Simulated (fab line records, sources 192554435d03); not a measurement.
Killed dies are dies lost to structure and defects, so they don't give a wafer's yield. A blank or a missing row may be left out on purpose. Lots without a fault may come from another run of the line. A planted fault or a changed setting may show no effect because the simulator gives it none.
Chamber matching | flow n5_finfet | N5_BEOL_M8_VIA_ETCH_34 on rie_diel-02: 4 sister chambers
The step etches SiCOH lowk in C4F6/O2, target depth 125.5 nm, time 50.5 s. 16 wafers are shown with their chamber, then 8 later ones without.

WAFERS WITH THEIR CHAMBER
wafer  | chamber | rf_vpp_V (V) | throttle_valve_pct (%) | oes_product_au (a.u.)
L079.1 | 2       | 634          | 20.65                  | 0.96
L079.4 | 2       | 632          | 20.65                  | 0.97
L079.6 | 1       | 681          | 20.43                  | 0.88
L081.2 | 2       | 633          | 20.65                  | 0.96
L081.4 | 1       | 682          | 20.42                  | 0.89
L081.6 | 0       | 630          | 20.87                  | 0.67
L086.2 | 2       | 632          | 20.67                  | 0.91
L086.4 | 1       | 683          | 20.44                  | 0.86
L086.6 | 3       | 646          | 20.83                  | 0.66
L088.1 | 2       | 632          | 20.67                  | 0.90
L088.2 | 3       | 646          | 20.83                  | 0.66
L088.3 | 1       | 682          | 20.45                  | 0.86
L089.1 | 3       | 646          | 20.84                  | 0.64
L089.3 | 1       | 682          | 20.43                  | 0.84
L089.4 | 3       | 645          | 20.85                  | 0.65
L091.3 | 0       | 642          | 20.52                  | 0.95

SIGNATURES (means of the wafers above)
reading            | chamber 0 | chamber 1 | chamber 2 | chamber 3 | scatter within a chamber
rf_vpp_V           | 636.00    | 682.00    | 632.60    | 645.75    | 2.55
throttle_valve_pct | 20.6950   | 20.4340   | 20.6580   | 20.8375   | 0.0722
oes_product_au     | 0.8100    | 0.8660    | 0.9400    | 0.6525    | 0.0614
Rule: a wafer's distance from a chamber is the root of the sum, over the readings, of the square of ((its reading less the chamber's mean) divided by the reading's scatter). The wafer belongs to the nearest chamber; if the next one is less than 2 further off, it can't be placed. The scatter: the root of (the sum of the squares of (reading less its chamber's mean) over the shown wafers, divided by (wafers less chambers)).

WAFERS WITHOUT THEIR CHAMBER
wafer  | rf_vpp_V (V) | throttle_valve_pct (%) | oes_product_au (a.u.)
L091.4 | 640          | 20.52                  | 0.95
L091.6 | 633          | 20.71                  | 0.87
L090.2 | 631          | 20.70                  | 0.86
L090.3 | 640          | 20.54                  | 0.93
L090.5 | 682          | 20.48                  | 0.82
L094.1 | 632          | 20.72                  | 0.86
L094.2 | 681          | 20.47                  | 0.82
L094.3 | 644          | 20.53                  | 0.96

WHICH CHAMBER EACH WENT THROUGH
wafer  | from the rows above     | in truth
L091.4 | can't be placed: 2 or 0 | 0
L091.6 | can't be placed: 2 or 0 | 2
L090.2 | can't be placed: 2 or 0 | 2
L090.3 | can't be placed: 0 or 2 | 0
L090.5 | 1                       | 1
L094.1 | can't be placed: 2 or 0 | 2
L094.2 | 1                       | 1
L094.3 | can't be placed: 0 or 2 | 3
Placed correctly: 2 of 8. Can't be placed from these rows: 6 (the true chamber is among the candidates in 5). Placed wrongly: 0.
